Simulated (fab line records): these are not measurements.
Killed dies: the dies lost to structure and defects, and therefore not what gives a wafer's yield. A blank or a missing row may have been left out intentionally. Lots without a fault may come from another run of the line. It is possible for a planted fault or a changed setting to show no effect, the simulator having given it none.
fab line records ; flow nand-harc
record: lots: 13; wafers: 39; last-day: 34
route steps=1302 shown P_START@1 P_ZERO_WELL@18 P_STI@88
lots that met no fault: from a run of the same line without faults
start-h: hours from the record's opening day to when the first of the lot's shown wafers began ; wait-h: hours from the lot's prior step to this one ; " the same as in the row above ; L1.1+2: a single row standing in for several wafers ; - value missing, or start not given ; * or withheld: withheld ; < > ~ a bound
route shown NAME@n: NAME is a module with steps in the file, n the number in the route of the first one ; usual: mean and standard deviation over wafers with no fault ; same: alike in all rows ; chamber/n: place in a boat ; sites: the reading at each site ; _std_site: standard deviation across them ; _edge_site: outer sites' mean less inner sites' ; radius-mm: how far each site lies from the wafer's centre ; mask NAME#n: copy n ; behind: the last tool/chamber to shape the wafer ; hold: the reason the lot was held/the length of the hold in hours/how it ended ; device: whichever transistor did not switch (one of n, p or np) ; end of line: the same wafers' tests at the end of the route ; a step with no rows: only its recipe ; killed: the dies lost at the first sort to structure and to defects; this is not the yield of the wafer ; map: the dies of a wafer, with x for killed, . for not killed, _ for no die there
set.NAME: the run value of the setting; set.NAME@STEP: its run value at that earlier step ; model.NAME: the simulator's own value behind a step, which no gauge read
a sample of lots followed through the steps of the route, with each step as a table and each wafer as a row
services: a tool's chamber out of use, with start hour (start-h, from the record's first day; less than 0 if before it), hours out, and reason
== steps ==
step: NHARC_P_START_INSPECT_01
usual: raw-defect-count: 3.6/1.8
lot.wafer;tool;chamber;start-h;wait-h;raw-defect-count
L216.2;defect-inspect-01;-;20.04;-;3
L216.3;defect-inspect-01;-;20.04;-;5
L216.6;defect-inspect-01;-;20.04;-;2
L218.1;defect-inspect-02;-;40.03;-;5
L218.3;defect-inspect-02;-;40.03;-;3
L218.5;defect-inspect-02;-;40.03;-;4
L219.2;defect-inspect-01;-;50.04;-;2
L219.5;defect-inspect-01;-;50.04;-;5
L219.6;defect-inspect-01;-;50.04;-;2
L220.2;defect-inspect-01;-;60.04;-;4
L220.5;defect-inspect-01;-;60.04;-;5
L220.6;defect-inspect-01;-;60.04;-;4
L222.1;defect-inspect-01;-;80.04;-;2
L222.2;defect-inspect-01;-;80.04;-;1
L222.6;defect-inspect-01;-;80.04;-;4
L223.2;defect-inspect-02;-;90.04;-;1
L223.3;defect-inspect-02;-;90.04;-;4
L223.5;defect-inspect-02;-;90.04;-;2
L224.1;defect-inspect-02;-;100.04;-;1
L224.4;defect-inspect-02;-;100.04;-;8
L224.5;defect-inspect-02;-;100.04;-;3
L234.1;defect-inspect-02;-;200.04;-;6
L234.5;defect-inspect-02;-;200.04;-;5
L234.6;defect-inspect-02;-;200.04;-;5
L235.1;defect-inspect-01;-;210.04;-;2
L235.3;defect-inspect-01;-;210.04;-;6
L235.6;defect-inspect-01;-;210.04;-;7
L236.1;defect-inspect-01;-;220.04;-;3
L236.3;defect-inspect-01;-;220.04;-;4
L236.4;defect-inspect-01;-;220.04;-;4
L237.1;defect-inspect-01;-;230.03;-;6
L237.2;defect-inspect-01;-;230.03;-;2
L237.3;defect-inspect-01;-;230.03;-;2
L238.3;defect-inspect-01;-;240.04;-;4
L238.4;defect-inspect-01;-;240.04;-;4
L238.5;defect-inspect-01;-;240.04;-;5
L239.1;defect-inspect-02;-;250.04;-;6
L239.5;defect-inspect-02;-;250.04;-;4
L239.6;defect-inspect-02;-;250.04;-;4
step: NHARC_P_ZERO_WELL_ETCH_62
recipe: target-depth-a: 130; time-s: 6.5; chf3-flow-sccm: 50; ar-flow-sccm: 200; rf-w: 500; bias-w: 200; chemistry: CHF3/Ar
usual: drypump-motor-current-A: 5.8/0.46; oes-product-au: 0.960/0.016; rf-vpp-V: 370.5/2.1; showerhead-plenum-p-Torr: 2.34/0.089; throttle-valve-pct: 20.217/0.0089
same: time-s: 6.5
lot.wafer;tool;chamber;start-h;wait-h;drypump-motor-current-A;oes-product-au;rf-hours-counter-h;rf-vpp-V;showerhead-plenum-p-Torr;throttle-valve-pct
L216.2;rie-diel-09;2;-;-;6.0;0.986;14;370.0;2.37;20.226
L216.3;rie-diel-09;3;-;-;4.9;0.985;18;371.2;2.46;20.224
L216.6;rie-diel-09;1;-;-;5.3;0.956;-;371.1;2.32;20.236
L218.3;rie-diel-05;2;-;-;6.2;0.976;47;366.4;2.17;20.212
L218.1;rie-diel-05;1;-;-;6.0;0.966;40;368.6;2.26;20.206
L218.5;rie-diel-05;2;-;-;6.2;0.971;-;366.4;2.17;20.220
L219.2;rie-diel-09;1;-;-;5.3;0.946;23;371.2;2.32;20.207
L219.6;rie-diel-09;0;-;-;6.3;0.955;-;370.8;2.32;20.215
L219.5;rie-diel-09;1;-;-;5.3;0.943;-;370.0;2.32;20.221
L220.2;rie-diel-09;0;-;-;6.3;0.984;31;369.2;2.32;20.207
L220.5;rie-diel-09;1;-;-;5.3;0.975;-;370.1;2.32;20.223
L220.6;rie-diel-09;2;-;-;6.0;0.966;-;369.7;2.36;20.212
L222.2;rie-diel-09;1;-;-;5.2;0.981;31;371.1;2.31;20.222
L222.1;rie-diel-09;0;-;-;6.3;0.980;35;371.6;2.31;20.223
L222.6;rie-diel-09;2;-;-;6.0;0.974;-;371.7;2.36;20.215
L223.2;rie-diel-02;2;-;-;5.1;0.952;10;366.5;2.23;20.212
L223.3;rie-diel-02;3;-;-;5.9;0.969;11;367.1;2.19;20.229
L223.5;rie-diel-02;1;-;-;5.9;0.968;-;370.8;2.32;20.208
L224.1;rie-diel-09;0;-;-;6.3;0.916;41;370.9;2.31;20.232
L224.4;rie-diel-09;1;-;-;5.3;0.920;39;367.8;2.31;20.223
L224.5;rie-diel-09;1;-;-;5.3;0.925;-;370.5;2.31;20.212
L234.1;rie-diel-05;0;-;-;5.8;0.965;42;369.2;2.23;20.204
L234.5;rie-diel-05;0;-;-;5.9;0.969;-;367.2;2.23;20.224
L234.6;rie-diel-05;1;-;-;6.0;0.954;-;368.0;2.24;20.217
L235.3;rie-diel-09;0;-;-;6.2;0.993;17;369.4;2.30;20.223
L235.1;rie-diel-09;1;-;-;5.2;0.987;16;369.4;2.30;20.214
L235.6;rie-diel-09;1;-;-;5.2;0.966;-;369.5;2.30;20.229
L236.4;rie-diel-09;0;-;-;6.3;0.961;24;369.9;2.30;20.214
L236.1;rie-diel-09;1;-;-;5.3;0.956;20;369.4;2.30;20.216
L236.3;rie-diel-09;2;-;-;6.0;0.935;21;372.0;2.35;20.208
L237.1;rie-diel-09;1;-;-;5.2;0.987;23;368.7;2.30;20.228
L237.2;rie-diel-09;2;-;-;6.0;0.964;25;371.1;2.35;20.223
L237.3;rie-diel-09;3;-;-;5.0;0.949;28;372.0;2.44;20.215
L238.4;rie-diel-09;1;-;-;5.3;0.949;28;370.4;2.30;20.206
L238.3;rie-diel-09;2;-;-;6.0;0.944;29;371.9;2.35;20.214
L238.5;rie-diel-09;1;-;-;5.3;0.948;-;369.7;2.30;20.214
L239.1;rie-diel-05;0;-;-;5.8;0.968;2;367.5;2.22;20.216
L239.6;rie-diel-05;2;-;-;6.1;0.967;-;375.5;2.51;20.222
L239.5;rie-diel-05;3;-;-;5.8;0.966;-;373.3;2.43;20.217
step: NHARC_P_ZERO_WELL_EXPOSE_34
recipe: na: 0.6; target-cd-nm: 720; dose-mj: 22.31; mask-id: P_PWELL
usual: focus-offset-nm: 0.0/0.53
lot.wafer;tool;chamber;start-h;wait-h;mask;focus-offset-nm
L216.2;krf-scanner-04;0;23.94;-;P_PWELL#0;0.0
L216.3;krf-scanner-04;0;23.94;-;P_PWELL#0;-0.3
L216.6;krf-scanner-04;0;23.94;-;P_PWELL#0;-0.8
L218.1;krf-scanner-02;0;43.96;-;P_PWELL#0;0.4
L218.3;krf-scanner-02;0;43.96;-;P_PWELL#0;-1.1
L218.5;krf-scanner-02;0;43.96;-;P_PWELL#0;-1.0
L219.2;krf-scanner-02;0;54.00;-;P_PWELL#0;0.3
L219.5;krf-scanner-02;0;54.00;-;P_PWELL#0;-0.5
L219.6;krf-scanner-02;0;54.00;-;P_PWELL#0;0.1
L220.2;krf-scanner-03;0;64.13;-;P_PWELL#0;-0.8
L220.5;krf-scanner-03;0;64.13;-;P_PWELL#0;-0.1
L220.6;krf-scanner-03;0;64.13;-;P_PWELL#0;-1.3
L222.1;krf-scanner-04;0;83.95;-;P_PWELL#0;0.5
L222.2;krf-scanner-04;0;83.95;-;P_PWELL#0;0.8
L222.6;krf-scanner-04;0;83.95;-;P_PWELL#0;0.2
L223.2;krf-scanner-03;0;93.82;-;P_PWELL#0;-0.6
L223.3;krf-scanner-03;0;93.82;-;P_PWELL#0;1.0
L223.5;krf-scanner-03;0;93.82;-;P_PWELL#0;0.3
L224.1;krf-scanner-03;0;103.98;-;P_HVPW#0;0.1
L224.4;krf-scanner-03;0;103.98;-;P_HVPW#0;-0.5
L224.5;krf-scanner-03;0;103.98;-;P_HVPW#0;0.1
L234.1;krf-scanner-03;0;203.85;-;P_PWELL#0;0.1
L234.5;krf-scanner-03;0;203.85;-;P_PWELL#0;-0.3
L234.6;krf-scanner-03;0;203.85;-;P_PWELL#0;0.4
L235.1;krf-scanner-03;0;213.81;-;P_PWELL#0;0.1
L235.3;krf-scanner-03;0;213.81;-;P_PWELL#0;-0.1
L235.6;krf-scanner-03;0;213.81;-;P_PWELL#0;-0.1
L236.1;krf-scanner-02;0;226.05;-;P_PWELL#0;-0.1
L236.3;krf-scanner-02;0;226.05;-;P_PWELL#0;-0.1
L236.4;krf-scanner-02;0;226.05;-;P_PWELL#0;1.0
L237.1;krf-scanner-04;0;234.42;-;P_PWELL#0;-0.1
L237.2;krf-scanner-04;0;234.42;-;P_PWELL#0;-0.9
L237.3;krf-scanner-04;0;234.42;-;P_PWELL#0;-0.3
L238.3;krf-scanner-02;0;244.11;-;P_PWELL#0;-0.7
L238.4;krf-scanner-02;0;244.11;-;P_PWELL#0;-0.1
L238.5;krf-scanner-02;0;244.11;-;P_PWELL#0;-0.3
L239.1;krf-scanner-03;0;254.11;-;P_PWELL#0;0.2
L239.5;krf-scanner-03;0;254.11;-;P_PWELL#0;-1.2
L239.6;krf-scanner-03;0;254.11;-;P_PWELL#0;-0.4
step: NHARC_P_ZERO_WELL_CD_MEAS_37
recipe: target-cd-nm: 720; landing-energy-ev: 500
usual: cd-nm: 720.1/1.7
lot.wafer;tool;chamber;start-h;wait-h;cd-nm
L216.2;cd-sem-01;0;24.10;-;718.6
L216.3;cd-sem-01;0;24.10;-;717.0
L216.6;cd-sem-01;0;24.10;-;719.3
L218.1;cd-sem-02;0;44.13;-;719.3
L218.3;cd-sem-02;0;44.13;-;719.9
L218.5;cd-sem-02;0;44.13;-;720.7
L219.2;cd-sem-01;0;54.15;-;721.5
L219.5;cd-sem-01;0;54.15;-;719.4
L219.6;cd-sem-01;0;54.15;-;722.4
L220.2;cd-sem-02;0;64.28;-;718.5
L220.5;cd-sem-02;0;64.28;-;719.6
L220.6;cd-sem-02;0;64.28;-;719.8
L222.1;cd-sem-03;0;84.10;-;721.3
L222.2;cd-sem-03;0;84.10;-;722.7
L222.6;cd-sem-03;0;84.10;-;721.8
L223.2;cd-sem-01;0;93.97;-;717.8
L223.3;cd-sem-01;0;93.97;-;717.8
L223.5;cd-sem-01;0;93.97;-;721.1
L224.1;cd-sem-02;0;104.13;-;-
L224.4;cd-sem-02;0;104.13;-;-
L224.5;cd-sem-02;0;104.13;-;-
L234.1;cd-sem-02;0;204.01;-;718.3
L234.5;cd-sem-02;0;204.01;-;719.7
L234.6;cd-sem-02;0;204.01;-;719.9
L235.1;cd-sem-02;0;213.97;-;721.0
L235.3;cd-sem-02;0;213.97;-;719.1
L235.6;cd-sem-02;0;213.97;-;719.3
L236.1;cd-sem-02;0;226.21;-;720.0
L236.3;cd-sem-02;0;226.21;-;720.5
L236.4;cd-sem-02;0;226.21;-;719.0
L237.1;cd-sem-01;0;234.58;-;720.0
L237.2;cd-sem-01;0;234.58;-;719.0
L237.3;cd-sem-01;0;234.58;-;718.4
L238.3;cd-sem-03;0;244.26;-;721.2
L238.4;cd-sem-03;0;244.26;-;723.6
L238.5;cd-sem-03;0;244.26;-;722.8
L239.1;cd-sem-02;0;254.26;-;717.9
L239.5;cd-sem-02;0;254.26;-;720.1
L239.6;cd-sem-02;0;254.26;-;719.3
step: NHARC_P_STI_ETCH_42
recipe: target-depth-a: 800; overetch-a: 240; time-s: 61; ion-energy-ev: 200; n2-flow-sccm: 150; h2-flow-sccm: 150; ar-flow-sccm: 0; rf-w: 400; bias-w: 150; chemistry: N2/H2
usual: drypump-motor-current-A: 5.9/0.35; oes-product-au: 0.998/0.01; rf-vpp-V: 430.9/2.3; showerhead-plenum-p-Torr: 2.05/0.077; throttle-valve-pct: 14.171/0.011
same: time-s: 61
lot.wafer;tool;chamber;start-h;wait-h;drypump-motor-current-A;oes-product-au;rf-hours-counter-h;rf-vpp-V;showerhead-plenum-p-Torr;throttle-valve-pct
L216.3;rie-diel-07;3;44.79;0.1;5.9;0.988;4;430.5;2.03;14.176
L216.2;rie-diel-07;0;44.79;0.1;6.4;1.002;5;430.4;2.05;14.178
L216.6;rie-diel-07;0;44.79;0.1;6.4;1.003;-;431.3;2.05;14.164
L218.1;rie-diel-07;0;66.28;0.1;6.3;1.001;6;431.1;2.05;14.175
L218.3;rie-diel-07;1;66.28;0.1;5.6;0.982;6;433.0;2.15;14.158
L218.5;rie-diel-07;3;66.28;0.1;6.0;0.981;-;430.7;2.03;14.171
L219.2;rie-diel-11;1;74.83;0.1;5.5;1.011;11;431.1;2.09;14.173
L219.5;rie-diel-11;1;74.83;0.1;5.5;1.003;-;432.6;2.09;14.174
L219.6;rie-diel-11;2;74.83;0.1;6.1;1.015;-;427.0;1.92;14.194
L220.2;rie-diel-07;0;84.33;0.1;6.4;1.004;7;430.7;2.05;14.173
L220.6;rie-diel-07;2;84.33;0.1;5.3;0.984;-;432.2;2.12;14.172
L220.5;rie-diel-07;3;84.33;0.1;5.9;0.983;-;429.4;2.02;14.179
L222.2;rie-diel-11;3;103.91;0.1;5.9;1.000;1;429.7;1.99;14.167
L222.1;rie-diel-11;0;103.91;0.1;5.8;0.999;1;432.9;2.19;14.166
L222.6;rie-diel-11;1;103.91;0.1;5.5;0.998;-;431.9;2.09;14.170
L223.2;rie-diel-07;3;112.16;0.1;6.0;0.988;7;429.4;2.02;14.169
L223.3;rie-diel-07;0;112.16;0.1;6.3;1.003;8;430.1;2.05;14.175
L223.5;rie-diel-07;2;112.16;0.1;5.3;0.991;-;432.8;2.12;14.158
L234.1;rie-diel-06;0;225.53;0.1;6.0;1.005;7;428.5;2.01;14.177
L234.6;rie-diel-06;1;225.53;0.1;5.6;1.010;-;433.4;2.14;14.176
L234.5;rie-diel-06;2;225.53;0.1;5.8;1.013;-;428.2;1.96;14.181
L235.1;rie-diel-06;3;236.63;0.1;6.5;1.002;8;429.5;2.01;14.167
L235.3;rie-diel-06;0;236.63;0.1;5.9;1.006;9;430.9;2.01;14.168
L235.6;rie-diel-06;2;236.63;0.1;5.8;1.006;-;428.4;1.96;14.184
L236.3;rie-diel-06;0;245.90;0.1;6.0;1.011;10;429.3;2.01;14.186
L236.4;rie-diel-06;2;245.90;0.1;5.8;1.013;8;427.0;1.96;14.167
L236.1;rie-diel-06;3;245.90;0.1;6.5;0.998;9;428.9;2.01;14.164
L237.1;rie-diel-07;0;256.58;0.1;6.4;0.989;6;430.8;2.05;14.161
L237.2;rie-diel-07;1;256.58;0.1;5.6;0.993;6;433.9;2.15;14.164
L237.3;rie-diel-07;3;256.58;0.1;6.0;0.996;6;428.7;2.02;14.167
L238.3;rie-diel-06;3;264.30;0.1;6.5;1.010;10;429.8;2.01;14.171
L238.4;rie-diel-06;1;264.30;0.1;5.6;1.012;10;433.9;2.14;14.181
L238.5;rie-diel-06;2;264.30;0.1;5.8;1.020;-;427.8;1.95;14.166
L239.1;rie-diel-06;1;277.13;0.1;5.6;1.010;12;432.9;2.14;14.173
L239.5;rie-diel-06;3;277.13;0.1;6.6;1.011;-;430.0;2.00;14.179
L239.6;rie-diel-06;0;277.13;0.1;6.0;1.011;-;429.7;2.01;14.170
== services ==
tool;chamber;start-h;hours;kind
rie-diel-05;0;3.60;2.6;repair
krf-scanner-04;-;10.00;4.0;pm
krf-scanner-04;-;30.19;5.7;repair
krf-scanner-04;-;36.74;0.4;repair
rie-diel-09;1;40.98;2.6;repair
krf-scanner-03;-;52.00;4.0;pm
rie-diel-07;-;82.72;0.9;repair
rie-diel-06;3;91.07;6.3;repair
krf-scanner-02;-;94.00;4.0;pm
rie-diel-07;-;117.20;9.0;pm
krf-scanner-03;-;121.22;10.0;repair
krf-scanner-03;-;139.82;7.1;repair
rie-diel-09;-;143.82;9.0;pm
rie-diel-07;2;151.73;10.3;repair
rie-diel-07;0;162.10;1.4;repair
rie-diel-07;-;170.04;0.6;repair
rie-diel-07;0;174.04;4.4;repair
rie-diel-06;2;187.04;6.6;repair
rie-diel-09;-;214.17;0.1;repair
krf-scanner-03;-;224.00;4.0;pm
rie-diel-06;3;224.66;6.1;repair
krf-scanner-02;-;263.45;5.3;repair
krf-scanner-02;-;268.76;4.0;pm
rie-diel-09;1;270.56;8.9;repair
== key ==
first-sign: step: NHARC_P_ZERO_WELL_EXPOSE_34; reading: mask; direction: changed
effect: step: NHARC_P_ZERO_WELL_CD_MEAS_37; reading: cd-nm; direction: missing
met-at NHARC_P_ZERO_WELL_EXPOSE_34
struck-lots L224
later-rows-left-out L224.1,L224.4,L224.5
sort-left-out L224.1,L224.4,L224.5
tester-left-out L224
not-acting-at NHARC_P_START_INSPECT_01,NHARC_P_ZERO_WELL_ETCH_62,NHARC_P_STI_ETCH_42
onset-between 93.82 103.98
fault: kind: wrong-mask; tool: any; chamber: -; onset-h: 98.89; steps: NHARC_P_ZERO_WELL_EXPOSE_34; aux-copy: P_HVPW#0; scope: struck-lots-only
tester-left-out: of these lots the tester's yield and bins aren't shown, on N5 and GAA mostly nor the transistor test; their killed dies are dies lost to structure and defects alone, not to doping, threshold or leakage, so they don't give the yield
sort-left-out: the simulated sort isn't trusted on such a fault, so these wafers' sort isn't shown, and their yield isn't known
later-rows-left-out: the simulator's readings of these wafers behind a module that went badly wrong aren't trusted and aren't shown, but for the sort
